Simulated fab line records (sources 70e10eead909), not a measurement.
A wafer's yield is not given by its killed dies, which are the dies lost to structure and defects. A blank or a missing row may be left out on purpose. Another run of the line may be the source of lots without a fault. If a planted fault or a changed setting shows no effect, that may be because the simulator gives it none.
fab line records	flow nand_harc
[record] lots = 6	wafers = 18	last_day = 34
route steps=1302 shown A_BLC@1109 END@1302
lots untouched by any fault: they come from a run of this same line in which no faults occurred
start_h: hours from the record's first day to the start of the lot's first wafer shown	wait_h: hours since the lot's step before	" as in the row above	L1.1+2: one row covering several wafers at once	- no value, or no start was given	* or withheld: withheld	< > ~ a bound
route shown NAME@n: a module of which the file shows steps, and the number in the route of the first	usual: the fault-free wafers' mean and standard deviation	same: alike in all rows	chamber/n: place in a boat	sites: the reading at each site	_std_site: the standard deviation of these	_edge_site: the outer-site mean with the inner-site mean subtracted	radius_mm: for every site, how far away it sits from the centre of the wafer	mask NAME#n: copy n	behind: the last tool/chamber to shape the wafer	hold: why the lot was held/for how many hours/how that ended	device: the n, p or np transistor that did not switch	end of line: the same wafers' tests at the end of the route	a step without rows: its recipe alone	killed: dies lost to structure and defects at the first sort, not the wafer's yield	map: dies across one wafer; x = killed, . = not, _ = none there
set.NAME: the run value of the setting; set.NAME@STEP: its run value at that earlier step	model.NAME: the simulator's own value behind a step, which no gauge read
a table for each step, a row for each wafer; lots at some steps of the route
services: the hour from which a tool's chamber was out of use, counted from the record's first day as start_h (under 0 if before that day), plus the number of hours and why
[[steps]]
[step NHARC_A_BLC_COAT_02]
[recipe] temp_c = 260	time_s = 75
[step NHARC_A_BLC_COAT_03]
[recipe] temp_c = 225	time_s = 65
[step NHARC_A_BLC_COAT_04]
[recipe] spin_rpm = 1500	resist_thk_nm = 90
[step NHARC_A_BLC_SOFTBAKE_05]
[recipe] temp_c = 105	time_s = 55
[step NHARC_A_BLC_EBR_06]
[step NHARC_A_BLC_EXPOSE_07]
[recipe] na = 1.35	target_cd_nm = 100	dose_mj = 67.97	mask_id = A_BLC
[step NHARC_A_BLC_PEB_08]
[recipe] peb_temp_c = 100	peb_time_s = 65
[step NHARC_A_BLC_DEVELOP_09]
[recipe] develop_time_s = 35	dev_temp_c = 23
[step NHARC_A_BLC_CD_MEAS_10]
[recipe] target_cd_nm = 100	landing_energy_ev = 500
[usual] cd_nm = 99.7/0.65
lot.wafer	tool	chamber	start_h	wait_h	cd_nm
L913.1	cd_sem-02	0	560.33	-	99.2
L913.3	"	0	"	"	98.7
L913.4	"	0	"	"	100.0
L915.3	cd_sem-01	0	611.79	-	98.9
L915.5	"	0	"	"	99.5
L915.6	"	0	"	"	99.3
L928.2	cd_sem-01	0	696.40	-	99.2
L928.5	"	0	"	"	99.0
L928.6	"	0	"	"	100.0
L927.1	cd_sem-03	0	698.54	-	100.5
L927.3	"	0	"	"	100.5
L927.6	"	0	"	"	99.9
L931.3	cd_sem-03	0	732.64	-	100.2
L931.4	"	0	"	"	99.9
L931.6	"	0	"	"	100.1
L930.2	cd_sem-01	0	744.53	-	100.6
L930.4	"	0	"	"	101.4
L930.5	"	0	"	"	100.3
[step NHARC_A_BLC_OVL_MEAS_11]
[usual] overlay_x_nm = 0.2/0.6	overlay_y_nm = 0.0/0.75
lot.wafer	tool	chamber	start_h	wait_h	overlay_x_nm	overlay_y_nm
L913.1	overlay-01	-	560.41	-	-0.1	-1.7
L913.3	"	-	"	"	0.1	-1.9
L913.4	"	-	"	"	0.3	-2.7
L915.3	overlay-01	-	611.88	-	1.8	-0.7
L915.5	"	-	"	"	1.7	0.3
L915.6	"	-	"	"	1.4	-0.5
L928.2	overlay-02	-	696.49	-	-0.2	0.0
L928.5	"	-	"	"	0.0	0.4
L928.6	"	-	"	"	-0.4	0.4
L927.1	overlay-02	-	698.63	-	-0.2	-0.4
L927.3	"	-	"	"	-0.2	-0.2
L927.6	"	-	"	"	-0.4	0.8
L931.3	overlay-01	-	736.99	-	0.4	-1.1
L931.4	"	-	"	"	0.2	-1.3
L931.6	"	-	"	"	0.0	-1.3
L930.2	overlay-01	-	744.61	-	0.5	-0.2
L930.4	"	-	"	"	0.5	-0.5
L930.5	"	-	"	"	0.6	-0.5
[step NHARC_A_BLC_INSPECT_12]
[usual] raw_defect_count = 95/33
lot.wafer	tool	chamber	start_h	wait_h	raw_defect_count
L913.1	defect_inspect-01	-	560.45	0.0	170
L913.3	"	-	"	"	133
L913.4	"	-	"	"	150
L915.3	defect_inspect-01	-	611.91	0.0	83
L915.5	"	-	"	"	85
L915.6	"	-	"	"	86
L928.2	defect_inspect-02	-	696.53	0.0	74
L928.5	"	-	"	"	72
L928.6	"	-	"	"	65
L927.1	defect_inspect-02	-	698.67	0.0	122
L927.3	"	-	"	"	127
L927.6	"	-	"	"	127
L931.3	defect_inspect-02	-	737.03	0.0	123
L931.4	"	-	"	"	108
L931.6	"	-	"	"	126
L930.2	defect_inspect-01	-	744.65	0.0	128
L930.4	"	-	"	"	131
L930.5	"	-	"	"	112
[step NHARC_A_BLC_DESCUM_15]
[recipe] time_s = 3	o2_flow_sccm = 200	ar_flow_sccm = 0	bias_power_w = 0	chemistry = O2
[usual] drypump_motor_current_A = 5.8/0.31	o2_flow_sccm = 200.0/0.69	oes_product_au = 0.997/0.01	rf_vpp_V = 57.8/0.91	showerhead_plenum_p_Torr = 1.91/0.052	throttle_valve_pct = 11.310/0.01
lot.wafer	tool	chamber	start_h	wait_h	drypump_motor_current_A	o2_flow_sccm	oes_product_au	rf_hours_counter_h	rf_vpp_V	showerhead_plenum_p_Torr	throttle_valve_pct
L913.3	rie_diel-10	1	560.59	0.1	5.6	200.2	0.996	13	58.8	1.95	11.305
L913.1	"	0	"	"	5.6	199.6	0.977	13	59.1	1.85	11.299
L913.4	"	3	"	"	6.2	200.4	0.998	-	57.7	1.97	11.315
L915.3	rie_diel-03	2	611.98	0.1	6.0	201.4	1.005	9	58.2	1.96	11.302
L915.5	"	1	"	"	6.2	200.0	0.997	-	55.8	1.86	11.309
L915.6	"	2	"	"	6.0	201.2	1.011	-	58.8	1.96	11.316
L928.2	rie_diel-03	2	696.61	0.1	6.0	199.8	0.994	3	58.5	1.96	11.304
L928.5	"	3	"	"	5.4	198.1	0.989	-	58.0	1.83	11.312
L928.6	"	0	"	"	5.9	200.2	0.994	-	58.3	1.91	11.317
L927.3	rie_diel-03	3	698.74	0.1	5.4	198.6	0.984	4	58.3	1.83	11.297
L927.1	"	0	"	"	5.9	200.8	0.983	5	57.9	1.92	11.300
L927.6	"	3	"	"	5.4	199.5	0.992	-	55.9	1.83	11.314
L931.4	rie_diel-10	2	737.11	0.1	5.6	200.6	0.993	12	58.3	1.92	11.319
L931.3	"	1	"	"	5.6	199.5	1.001	11	59.2	1.94	11.293
L931.6	"	2	"	"	5.6	199.0	0.996	-	56.1	1.92	11.303
L930.4	rie_diel-10	3	744.71	0.1	6.2	201.0	1.000	12	59.2	1.97	11.295
L930.2	"	2	"	"	5.6	199.2	0.998	12	57.2	1.92	11.316
L930.5	"	0	"	"	5.6	200.4	0.984	-	57.4	1.85	11.317
[step NHARC_A_BLC_ETCH_16]
[recipe] target_depth_a = 390	over_etch_frac = 0.3	time_s = 65	ion_energy_ev = 80	cf4_flow_sccm = 150	ar_flow_sccm = 0	rf_w = 300	bias_w = 100	chemistry = CF4
[usual] drypump_motor_current_A = 5.8/0.31	oes_product_au = 0.996/0.0098	rf_vpp_V = 151.2/0.99	run_length_s = 86.43/0.29	showerhead_plenum_p_Torr = 1.76/0.044	throttle_valve_pct = 13.284/0.0091
lot.wafer	tool	chamber	start_h	wait_h	drypump_motor_current_A	oes_product_au	rf_hours_counter_h	rf_vpp_V	run_length_s	showerhead_plenum_p_Torr	throttle_valve_pct
L913.3	rie_diel-10	3	560.69	0.1	6.2	0.992	12	152.4	86.55	1.82	13.279
L913.1	"	0	"	"	5.6	0.974	13	151.6	86.12	1.72	13.295
L913.4	"	0	"	"	5.6	0.984	-	149.5	86.24	1.72	13.291
L915.3	rie_diel-03	2	612.06	0.1	6.0	1.006	9	152.3	87.31	1.81	13.285
L915.5	"	1	"	"	6.2	0.991	-	150.3	86.35	1.72	13.274
L915.6	"	2	"	"	6.0	1.008	-	151.9	86.39	1.81	13.272
L928.2	rie_diel-03	1	696.67	0.1	6.2	1.013	4	149.8	87.10	1.72	13.285
L928.6	"	1	"	"	6.2	1.020	-	149.2	86.45	1.72	13.281
L928.5	"	2	"	"	6.0	0.992	-	150.4	56.17	1.81	13.273
L927.3	rie_diel-03	0	698.82	0.1	5.9	1.004	5	151.0	86.82	1.77	13.284
L927.1	"	2	"	"	6.1	0.995	4	153.0	55.95	1.81	13.292
L927.6	"	3	"	"	5.4	0.997	-	150.7	86.57	1.70	13.294
L931.3	rie_diel-10	1	737.21	0.1	5.6	0.996	11	151.9	86.41	1.79	13.285
L931.4	"	2	"	"	5.6	0.994	12	151.4	86.21	1.77	13.282
L931.6	"	0	"	"	5.6	0.988	-	150.6	86.48	1.71	13.276
L930.2	rie_diel-10	3	744.80	0.1	6.2	0.998	12	151.3	86.86	1.81	13.290
L930.4	"	1	"	"	5.6	0.993	12	151.8	86.21	1.79	13.263
L930.5	"	3	"	"	6.1	0.996	-	152.5	86.33	1.81	13.295
[step NHARC_A_BLC_ETCH_17]
[recipe] target_depth_a = 3900	over_etch_frac = 0.25	time_s = 609.38	ion_energy_ev = 200	n2_flow_sccm = 150	h2_flow_sccm = 150	ar_flow_sccm = 0	rf_w = 400	bias_w = 150	chemistry = N2/H2
[usual] drypump_motor_current_A = 5.8/0.3	oes_product_au = 0.995/0.01	rf_vpp_V = 430.2/1.7	run_length_s = 630.78/0.29	showerhead_plenum_p_Torr = 2.03/0.056	throttle_valve_pct = 14.171/0.0089
lot.wafer	tool	chamber	start_h	wait_h	drypump_motor_current_A	oes_product_au	rf_hours_counter_h	rf_vpp_V	run_length_s	showerhead_plenum_p_Torr	throttle_valve_pct
L913.1	rie_diel-10	0	-	-	5.6	0.985	13	429.4	630.57	1.97	14.176
L913.3	"	3	"	"	6.2	0.999	12	433.3	630.83	2.10	14.177
L913.4	"	0	"	"	5.6	0.985	-	428.2	630.62	1.97	14.185
L915.3	rie_diel-03	3	-	-	5.4	0.993	9	427.3	630.89	1.95	14.172
L915.6	"	3	"	"	5.4	0.988	-	427.7	630.76	1.95	14.176
L915.5	"	0	"	"	5.9	0.998	-	429.4	630.52	2.04	14.171
L928.2	rie_diel-03	3	-	-	5.4	0.983	4	428.1	630.68	1.95	14.163
L928.6	"	2	"	"	6.0	0.984	-	432.2	631.39	2.09	14.189
L928.5	"	3	"	"	5.4	0.983	-	427.1	630.79	1.95	14.161
L927.1	rie_diel-03	1	-	-	6.2	1.017	4	428.8	631.57	1.98	14.169
L927.3	"	2	"	"	6.0	1.005	4	431.6	631.03	2.09	14.161
L927.6	"	1	"	"	6.2	1.015	-	428.3	630.85	1.98	14.177
L931.3	rie_diel-10	1	-	-	5.6	1.000	12	431.4	630.75	2.07	14.195
L931.4	"	0	"	"	5.6	0.972	12	429.8	631.20	1.97	14.175
L931.6	"	1	"	"	5.6	0.995	-	430.6	630.66	2.07	14.183
L930.2	rie_diel-10	3	-	-	6.2	1.004	12	433.1	630.74	2.10	14.175
L930.4	"	2	"	"	5.6	1.000	13	429.0	630.59	2.05	14.149
L930.5	"	0	"	"	5.6	0.980	-	430.5	630.47	1.97	14.180
[step NHARC_END_SORT_01]
[recipe] temp_c = 25
[usual] killed_at_array = 41/10	killed_at_other = 0.8/0.91	killed_at_periphery = 4.2/2.9	killed_dies = 46/10	killed_open = 3.5/2.1	killed_short = 2.5/1.6
[same] gross_dies = 677
lot.wafer	tool	chamber	start_h	wait_h	killed_at_array	killed_at_other	killed_at_periphery	killed_dies	killed_open	killed_short
L927.1	prober-01	0	739.58	2.5	673	3	1	677	1	2
L928.5	prober-02	0	742.74	3.7	673	1	3	677	2	4
// killed by level:class
L927.1 A_BLC:area_etch=632 A_SLIT:chamber_film_flake=16 A_CHANNEL_HOLE_D2:chamber_film_flake=9 A_STAIRCASE:chamber_film_flake=6 A_CHANNEL_HOLE_D1:chamber_film_flake=3 THIN_TSV:chamber_film_flake=3 A_M1:chamber_film_flake=2 A_CHANNEL_FILL_D1:geometric_particle:short=1
L928.5 A_BLC:area_etch=637 A_CHANNEL_HOLE_D2:chamber_film_flake=10 A_CONTACT:chamber_film_flake=9 A_CHANNEL_HOLE_D1:chamber_film_flake=4 A_SLIT:chamber_film_flake=4 P_GATE:chamber_film_flake=2 A_STAIRCASE:chamber_film_flake=2 P_M0:geometric_particle:open=1
// map L927.1 (x killed, . not)
____________x____________
_________xxxxxxx_________
_______xxxxxxxxxxx_______
______xxxxxxxxxxxxx______
_____xxxxxxxxxxxxxxx_____
____xxxxxxxxxxxxxxxxx____
____xxxxxxxxxxxxxxxxx____
___xxxxxxxxxxxxxxxxxxx___
___xxxxxxxxxxxxxxxxxxx___
__xxxxxxxxxxxxxxxxxxxxx__
__xxxxxxxxxxxxxxxxxxxxx__
_xxxxxxxxxxxxxxxxxxxxxxx_
_xxxxxxxxxxxxxxxxxxxxxxx_
_xxxxxxxxxxxxxxxxxxxxxxx_
_xxxxxxxxxxxxxxxxxxxxxxx_
_xxxxxxxxxxxxxxxxxxxxxxx_
xxxxxxxxxxxxxxxxxxxxxxxxx
xxxxxxxxxxxxxxxxxxxxxxxxx
xxxxxxxxxxxxxxxxxxxxxxxxx
xxxxxxxxxxxxxxxxxxxxxxxxx
xxxxxxxxxxxxxxxxxxxxxxxxx
_xxxxxxxxxxxxxxxxxxxxxxx_
_xxxxxxxxxxxxxxxxxxxxxxx_
_xxxxxxxxxxxxxxxxxxxxxxx_
_xxxxxxxxxxxxxxxxxxxxxxx_
_xxxxxxxxxxxxxxxxxxxxxxx_
__xxxxxxxxxxxxxxxxxxxxx__
__xxxxxxxxxxxxxxxxxxxxx__
___xxxxxxxxxxxxxxxxxxx___
___xxxxxxxxxxxxxxxxxxx___
____xxxxxxxxxxxxxxxxx____
____xxxxxxxxxxxxxxxxx____
_____xxxxxxxxxxxxxxx_____
______xxxxxxxxxxxxx______
_______xxxxxxxxxxx_______
_________xxxxxxx_________
____________x____________
// map L928.5 (x killed, . not)
____________x____________
_________xxxxxxx_________
_______xxxxxxxxxxx_______
______xxxxxxxxxxxxx______
_____xxxxxxxxxxxxxxx_____
____xxxxxxxxxxxxxxxxx____
____xxxxxxxxxxxxxxxxx____
___xxxxxxxxxxxxxxxxxxx___
___xxxxxxxxxxxxxxxxxxx___
__xxxxxxxxxxxxxxxxxxxxx__
__xxxxxxxxxxxxxxxxxxxxx__
_xxxxxxxxxxxxxxxxxxxxxxx_
_xxxxxxxxxxxxxxxxxxxxxxx_
_xxxxxxxxxxxxxxxxxxxxxxx_
_xxxxxxxxxxxxxxxxxxxxxxx_
_xxxxxxxxxxxxxxxxxxxxxxx_
xxxxxxxxxxxxxxxxxxxxxxxxx
xxxxxxxxxxxxxxxxxxxxxxxxx
xxxxxxxxxxxxxxxxxxxxxxxxx
xxxxxxxxxxxxxxxxxxxxxxxxx
xxxxxxxxxxxxxxxxxxxxxxxxx
_xxxxxxxxxxxxxxxxxxxxxxx_
_xxxxxxxxxxxxxxxxxxxxxxx_
_xxxxxxxxxxxxxxxxxxxxxxx_
_xxxxxxxxxxxxxxxxxxxxxxx_
_xxxxxxxxxxxxxxxxxxxxxxx_
__xxxxxxxxxxxxxxxxxxxxx__
__xxxxxxxxxxxxxxxxxxxxx__
___xxxxxxxxxxxxxxxxxxx___
___xxxxxxxxxxxxxxxxxxx___
____xxxxxxxxxxxxxxxxx____
____xxxxxxxxxxxxxxxxx____
_____xxxxxxxxxxxxxxx_____
______xxxxxxxxxxxxx______
_______xxxxxxxxxxx_______
_________xxxxxxx_________
____________x____________
[[services]]
tool	chamber	start_h	hours	kind
rie_diel-10	-	538.25	0.7	repair
rie_diel-10	0	551.33	-	clean
rie_diel-10	1	551.33	-	clean
rie_diel-10	2	551.33	-	clean
rie_diel-10	3	551.33	-	clean
rie_diel-10	2	555.41	28.7	repair
rie_diel-03	0	565.11	-	clean
rie_diel-03	1	565.11	-	clean
rie_diel-03	2	565.11	-	clean
rie_diel-03	3	565.11	-	clean
rie_diel-03	1	571.06	13.7	repair
rie_diel-10	0	575.83	-	clean
rie_diel-10	1	575.83	-	clean
rie_diel-10	3	575.83	-	clean
rie_diel-03	0	589.73	-	clean
rie_diel-03	1	589.73	-	clean
rie_diel-03	2	589.73	-	clean
rie_diel-03	1	596.35	9.1	repair
rie_diel-10	-	596.53	9.0	pm
rie_diel-03	1	625.97	15.1	repair
rie_diel-03	-	635.36	9.0	pm
rie_diel-03	2	676.14	6.2	repair
rie_diel-03	1	676.53	2.2	repair
rie_diel-03	2	713.09	6.3	repair
[[key]]
[first_sign] step = NHARC_A_BLC_ETCH_16	reading = run_length_s	direction = down	sigmas = 99+	usual = *	struck = *
[effect] step = NHARC_END_SORT_01	reading = killed_dies	direction = up	sigmas = 63	usual = 46	struck = 677
[more_kills_born_at] NHARC_A_BLC_ETCH_16@rie_diel-03 = 1269
met_at NHARC_A_BLC_ETCH_16
struck_wafers L927.1,L928.5
later_rows_left_out L927.1,L928.5
tester_left_out L927,L928
onset_between 612.06 696.67
[fault] kind = process_parameter_drift	tool = rie_diel-03	chamber = 2	onset_h = 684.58	steps = NHARC_A_BLC_ETCH_16	channel = time_s	offset = *	shape = step	end_h = 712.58	acts_in = *	stated = *
// tester_left_out: of these lots the tester's yield and bins aren't shown, on N5 and GAA mostly nor the transistor test; their killed dies are dies lost to structure and defects alone, not to doping, threshold or leakage, so they don't give the yield
// later_rows_left_out: the simulator's readings of these wafers behind a module that went badly wrong aren't trusted and aren't shown, but for the sort
